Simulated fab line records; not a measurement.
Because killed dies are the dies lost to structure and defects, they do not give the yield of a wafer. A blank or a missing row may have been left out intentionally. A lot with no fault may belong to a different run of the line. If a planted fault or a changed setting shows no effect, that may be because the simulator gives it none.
Which tool did it? :: flow nand-harc :: 13 lots with 39 wafers sampled at 5 steps, on a route of 1302 steps

## WHAT THE GAUGES READ, wafer by wafer
NHARC_END_SORT_01. Usual: killed-at-array 53, standard deviation 18; killed-at-other 0.9, standard deviation 1.3; killed-at-periphery 4, standard deviation 3.1; killed-dies 58, standard deviation 18; killed-open 3.4, standard deviation 2; killed-short 2.5, standard deviation 1.8.
lot: L431
measured: day 25 08:07
on: prober-01
killed-at-array: 44 43 46
killed-at-other: 1 0 1
killed-at-periphery: 3 1 3
killed-dies: 48 44 50
killed-open: 6 1 3
killed-short: 2 1 3
flag: 

lot: L430
measured: day 26 02:10
on: prober-01
killed-at-array: 72 54 68
killed-at-other: 1 0 2
killed-at-periphery: 4 3 3
killed-dies: 77 57 73
killed-open: 7 2 6
killed-short: 3 1 3
flag: 

lot: L436
measured: day 27 18:47
on: prober-01
killed-at-array: 73 89 63
killed-at-other: 2 1 1
killed-at-periphery: 2 0 2
killed-dies: 77 90 66
killed-open: 6 5 0
killed-short: 2 1 1
flag: 

lot: L435
measured: day 27 23:26
on: prober-02
killed-at-array: 26 40 31
killed-at-other: 4 2 4
killed-at-periphery: 7 4 4
killed-dies: 37 46 39
killed-open: 1 5 2
killed-short: 5 4 1
flag: 

lot: L437
measured: day 28 09:44
on: prober-01
killed-at-array: 41 54 71
killed-at-other: 1 3 2
killed-at-periphery: 5 8 4
killed-dies: 47 65 77
killed-open: 0 4 1
killed-short: 4 5 3
flag: 

lot: L444
measured: day 31 19:02
on: prober-01
killed-at-array: 109 155 172
killed-at-other: 1 1 0
killed-at-periphery: 6 4 0
killed-dies: 116 160 172
killed-open: 5 7 5
killed-short: 4 0 6
flag: OFF

lot: L447
measured: day 32 17:50
on: prober-01
killed-at-array: 154 117 87
killed-at-other: 0 0 1
killed-at-periphery: 11 7 6
killed-dies: 165 124 94
killed-open: 4 1 3
killed-short: 3 2 2
flag: OFF

## TOOL THAT RAN EACH LOT (tool first, then ch and the chambers of the sampled wafers, then the start)
lot: L428
NHARC_A_CONTACT_ETCH_122: har-cap-etch-03 ch 0,1, day 22 05:29
NHARC_THIN_TSV_DEGAS_49: pvd-sputter-01, day 24 08:50
NHARC_THIN_TSV_ANNEAL_52: rtp-anneal-01 ch 0, day 24 10:09
NHARC_THIN_TSV_STRIP_56: plasma-asher-01 ch 0,1, day 24 12:38

lot: L431
NHARC_A_CONTACT_ETCH_122: har-cap-etch-01 ch 0,1, day 22 15:37
NHARC_THIN_TSV_DEGAS_49: pvd-sputter-03, day 24 19:59
NHARC_THIN_TSV_ANNEAL_52: rtp-anneal-01 ch 0, day 24 21:09
NHARC_THIN_TSV_STRIP_56: plasma-asher-02 ch 0,1, day 24 23:45

lot: L433
NHARC_A_CONTACT_ETCH_122: har-cap-etch-03 ch 0,1, day 22 20:25
NHARC_THIN_TSV_DEGAS_49: pvd-sputter-01, day 25 04:37
NHARC_THIN_TSV_ANNEAL_52: rtp-anneal-01 ch 0, day 25 05:47
NHARC_THIN_TSV_STRIP_56: plasma-asher-02 ch 0,1, day 25 08:24

lot: L430
NHARC_A_CONTACT_ETCH_122: har-cap-etch-02 ch 0,1, day 23 01:19
NHARC_THIN_TSV_DEGAS_49: pvd-sputter-02, day 25 09:35
NHARC_THIN_TSV_ANNEAL_52: rtp-anneal-02 ch 0, day 25 10:46
NHARC_THIN_TSV_STRIP_56: plasma-asher-01 ch 0,1, day 25 13:19

lot: L436
NHARC_A_CONTACT_ETCH_122: har-cap-etch-01 ch 0,1, day 25 01:14
NHARC_THIN_TSV_DEGAS_49: pvd-sputter-01, day 27 06:28
NHARC_THIN_TSV_ANNEAL_52: rtp-anneal-01 ch 0, day 27 07:41
NHARC_THIN_TSV_STRIP_56: plasma-asher-02 ch 0,1, day 27 10:23

lot: L435
NHARC_A_CONTACT_ETCH_122: har-cap-etch-03 ch 0,1, day 25 04:22
NHARC_THIN_TSV_DEGAS_49: pvd-sputter-03, day 27 10:27
NHARC_THIN_TSV_ANNEAL_52: rtp-anneal-01 ch 0, day 27 11:41
NHARC_THIN_TSV_STRIP_56: plasma-asher-02 ch 0,1, day 27 14:16

lot: L437
NHARC_A_CONTACT_ETCH_122: har-cap-etch-01 ch 0,1, day 25 15:47
NHARC_THIN_TSV_DEGAS_49: pvd-sputter-03, day 27 19:44
NHARC_THIN_TSV_ANNEAL_52: rtp-anneal-02 ch 0, day 27 21:06
NHARC_THIN_TSV_STRIP_56: plasma-asher-01 ch 0,1, day 27 23:42

lot: L440
NHARC_A_CONTACT_ETCH_122: har-cap-etch-01 ch 0,1, day 26 08:01
NHARC_THIN_TSV_DEGAS_49: pvd-sputter-02, day 28 22:42
NHARC_THIN_TSV_ANNEAL_52: rtp-anneal-02 ch 0, day 28 23:59
NHARC_THIN_TSV_STRIP_56: plasma-asher-01 ch 0,1, day 29 02:34

lot: L443
NHARC_A_CONTACT_ETCH_122: har-cap-etch-03 ch 1, day 27 05:47
NHARC_THIN_TSV_DEGAS_49: pvd-sputter-03, day 29 11:17
NHARC_THIN_TSV_ANNEAL_52: rtp-anneal-01 ch 0, day 29 12:28
NHARC_THIN_TSV_STRIP_56: plasma-asher-02 ch 1, day 29 14:59

lot: L444
NHARC_A_CONTACT_ETCH_122: har-cap-etch-01 ch 0,1, day 28 22:21
NHARC_THIN_TSV_DEGAS_49: pvd-sputter-02, day 31 06:29
NHARC_THIN_TSV_ANNEAL_52: rtp-anneal-02 ch 0, day 31 07:47
NHARC_THIN_TSV_STRIP_56: plasma-asher-01 ch 0,1, day 31 10:14

lot: L447
NHARC_A_CONTACT_ETCH_122: har-cap-etch-01 ch 0,1, day 29 17:57
NHARC_THIN_TSV_DEGAS_49: pvd-sputter-03, day 32 05:29
NHARC_THIN_TSV_ANNEAL_52: rtp-anneal-01 ch 0, day 32 06:41
NHARC_THIN_TSV_STRIP_56: plasma-asher-01 ch 0,1, day 32 09:17

lot: L448
NHARC_A_CONTACT_ETCH_122: har-cap-etch-02 ch 0, day 30 03:43
NHARC_THIN_TSV_DEGAS_49: pvd-sputter-03, day 32 16:17
NHARC_THIN_TSV_ANNEAL_52: rtp-anneal-02 ch 0, day 32 17:30
NHARC_THIN_TSV_STRIP_56: plasma-asher-02 ch 0,1, day 32 20:02

lot: L451
NHARC_A_CONTACT_ETCH_122: har-cap-etch-02 ch 0,1, day 31 08:46
NHARC_THIN_TSV_DEGAS_49: pvd-sputter-02, day 33 14:01
NHARC_THIN_TSV_ANNEAL_52: rtp-anneal-01 ch 0, day 33 15:11
NHARC_THIN_TSV_STRIP_56: plasma-asher-01 ch 0,1, day 33 17:46
- NHARC_A_CONTACT_ETCH_122: etches the open film in C4F8/O2/Ar, time 190 s, target depth 1850 nm.
- NHARC_THIN_TSV_DEGAS_49: time 120 s.
- NHARC_THIN_TSV_ANNEAL_52: time 90 s.
- NHARC_THIN_TSV_STRIP_56: strips in O2.

## WHAT THE TOOLS THEMSELVES READ (means of the sampled wafers that have a number; where no wafer has one, the mark that the record gives instead)
NHARC_A_CONTACT_ETCH_122. Usual: chamber-pressure-mTorr reads 20.002 mTorr (standard deviation 0.022).
lot: L428
tool: har-cap-etch-03
chamber-pressure-mTorr (mTorr): 19.996
flag: 

lot: L431
tool: har-cap-etch-01
chamber-pressure-mTorr (mTorr): 20.003
flag: 

lot: L433
tool: har-cap-etch-03
chamber-pressure-mTorr (mTorr): 19.997
flag: 

lot: L430
tool: har-cap-etch-02
chamber-pressure-mTorr (mTorr): 19.988
flag: 

lot: L436
tool: har-cap-etch-01
chamber-pressure-mTorr (mTorr): 20.011
flag: 

lot: L435
tool: har-cap-etch-03
chamber-pressure-mTorr (mTorr): 20.018
flag: 

lot: L437
tool: har-cap-etch-01
chamber-pressure-mTorr (mTorr): 20.000
flag: 

lot: L440
tool: har-cap-etch-01
chamber-pressure-mTorr (mTorr): 19.991
flag: 

lot: L443
tool: har-cap-etch-03
chamber-pressure-mTorr (mTorr): 19.994
flag: 

lot: L444
tool: har-cap-etch-01
chamber-pressure-mTorr (mTorr): 19.996
flag: 

lot: L447
tool: har-cap-etch-01
chamber-pressure-mTorr (mTorr): 19.977
flag: 

lot: L448
tool: har-cap-etch-02
chamber-pressure-mTorr (mTorr): 20.019
flag: 

lot: L451
tool: har-cap-etch-02
chamber-pressure-mTorr (mTorr): 20.020
flag: 

NHARC_THIN_TSV_DEGAS_49. Usual: heater-power-w 491 W, standard deviation 39; susceptor-temp-C 300.04 C, standard deviation 0.21.
lot: L428
tool: pvd-sputter-01
heater-power-w (W): 508
susceptor-temp-C (C): 299.92
flag: 

lot: L431
tool: pvd-sputter-03
heater-power-w (W): 492
susceptor-temp-C (C): 300.25
flag: 

lot: L433
tool: pvd-sputter-01
heater-power-w (W): 521
susceptor-temp-C (C): 299.87
flag: 

lot: L430
tool: pvd-sputter-02
heater-power-w (W): 471
susceptor-temp-C (C): -
flag: OFF

lot: L436
tool: pvd-sputter-01
heater-power-w (W): 517
susceptor-temp-C (C): 300.02
flag: 

lot: L435
tool: pvd-sputter-03
heater-power-w (W): 483
susceptor-temp-C (C): 300.08
flag: 

lot: L437
tool: pvd-sputter-03
heater-power-w (W): 470
susceptor-temp-C (C): 299.97
flag: 

lot: L440
tool: pvd-sputter-02
heater-power-w (W): 459
susceptor-temp-C (C): 299.92
flag: 

lot: L443
tool: pvd-sputter-03
heater-power-w (W): 472
susceptor-temp-C (C): 299.82
flag: 

lot: L444
tool: pvd-sputter-02
heater-power-w (W): 507
susceptor-temp-C (C): 300.20
flag: 

lot: L447
tool: pvd-sputter-03
heater-power-w (W): 459
susceptor-temp-C (C): 300.13
flag: 

lot: L448
tool: pvd-sputter-03
heater-power-w (W): 485
susceptor-temp-C (C): 300.06
flag: 

lot: L451
tool: pvd-sputter-02
heater-power-w (W): 436
susceptor-temp-C (C): -
flag: OFF

NHARC_THIN_TSV_ANNEAL_52. Usual: wafer_temp_C_max reads 225.71 (standard deviation 0.2).
lot: L428
tool: rtp-anneal-01
wafer_temp_C_max: 225.72
flag: 

lot: L431
tool: rtp-anneal-01
wafer_temp_C_max: 225.70
flag: 

lot: L433
tool: rtp-anneal-01
wafer_temp_C_max: 225.65
flag: 

lot: L430
tool: rtp-anneal-02
wafer_temp_C_max: 226.03
flag: 

lot: L436
tool: rtp-anneal-01
wafer_temp_C_max: 225.76
flag: 

lot: L435
tool: rtp-anneal-01
wafer_temp_C_max: 225.38
flag: 

lot: L437
tool: rtp-anneal-02
wafer_temp_C_max: 225.59
flag: 

lot: L440
tool: rtp-anneal-02
wafer_temp_C_max: 225.65
flag: 

lot: L443
tool: rtp-anneal-01
wafer_temp_C_max: 225.51
flag: 

lot: L444
tool: rtp-anneal-02
wafer_temp_C_max: 225.55
flag: 

lot: L447
tool: rtp-anneal-01
wafer_temp_C_max: 225.93
flag: 

lot: L448
tool: rtp-anneal-02
wafer_temp_C_max: 225.69
flag: 

lot: L451
tool: rtp-anneal-01
wafer_temp_C_max: 225.87
flag: 

NHARC_THIN_TSV_STRIP_56. Usual: drypump-motor-current-A 5.9 A, standard deviation 0.4; heater-power-w 348 W, standard deviation 44.
lot: L428
tool: plasma-asher-01
drypump-motor-current-A (A): 5.7
heater-power-w (W): 375
flag: 

lot: L431
tool: plasma-asher-02
drypump-motor-current-A (A): 6.2
heater-power-w (W): 289
flag: 

lot: L433
tool: plasma-asher-02
drypump-motor-current-A (A): 6.2
heater-power-w (W): 290
flag: 

lot: L430
tool: plasma-asher-01
drypump-motor-current-A (A): 5.7
heater-power-w (W): 367
flag: 

lot: L436
tool: plasma-asher-02
drypump-motor-current-A (A): 6.2
heater-power-w (W): 305
flag: 

lot: L435
tool: plasma-asher-02
drypump-motor-current-A (A): 6.3
heater-power-w (W): 303
flag: 

lot: L437
tool: plasma-asher-01
drypump-motor-current-A (A): 5.7
heater-power-w (W): 378
flag: 

lot: L440
tool: plasma-asher-01
drypump-motor-current-A (A): 5.7
heater-power-w (W): 371
flag: 

lot: L443
tool: plasma-asher-02
drypump-motor-current-A (A): 6.5
heater-power-w (W): 283
flag: 

lot: L444
tool: plasma-asher-01
drypump-motor-current-A (A): 5.6
heater-power-w (W): 394
flag: 

lot: L447
tool: plasma-asher-01
drypump-motor-current-A (A): 5.5
heater-power-w (W): 389
flag: 

lot: L448
tool: plasma-asher-02
drypump-motor-current-A (A): 6.2
heater-power-w (W): 303
flag: 

lot: L451
tool: plasma-asher-01
drypump-motor-current-A (A): 5.5
heater-power-w (W): 395
flag: 

## THE ANSWER, worked out from the rows above alone
Rule: lot off if the mean of its wafers having a number is beyond 3 standard deviations from the usual mean. A lot without any number at a reading at which 4 lots or more have one is off too. The other lots that the step has rows for count as sound. Order of review: gauges by route order, followed by the tools' own readings, for which a lot's mean as printed above is used. At the first step where some lot is off, the reading lying furthest off is the one used; lots without a number count as furthest.
Off at NHARC_END_SORT_01 (killed-at-array): L444, L447. Neither off nor sound, because the step has no rows for them: L428, L433, L440, L443, L448, L451.
A tool fits if, at a process step before that reading, it ran every lot that is off, and no sound lot after the first of them. Those tools and the gauges at NHARC_END_SORT_01 are tried in the same way. Can't be told from this: 3 tools fit, har-cap-etch-01 at NHARC_A_CONTACT_ETCH_122, plasma-asher-01 at NHARC_THIN_TSV_STRIP_56, prober-01 at NHARC_END_SORT_01.

## WHAT THE SIMULATOR HAD INSERTED
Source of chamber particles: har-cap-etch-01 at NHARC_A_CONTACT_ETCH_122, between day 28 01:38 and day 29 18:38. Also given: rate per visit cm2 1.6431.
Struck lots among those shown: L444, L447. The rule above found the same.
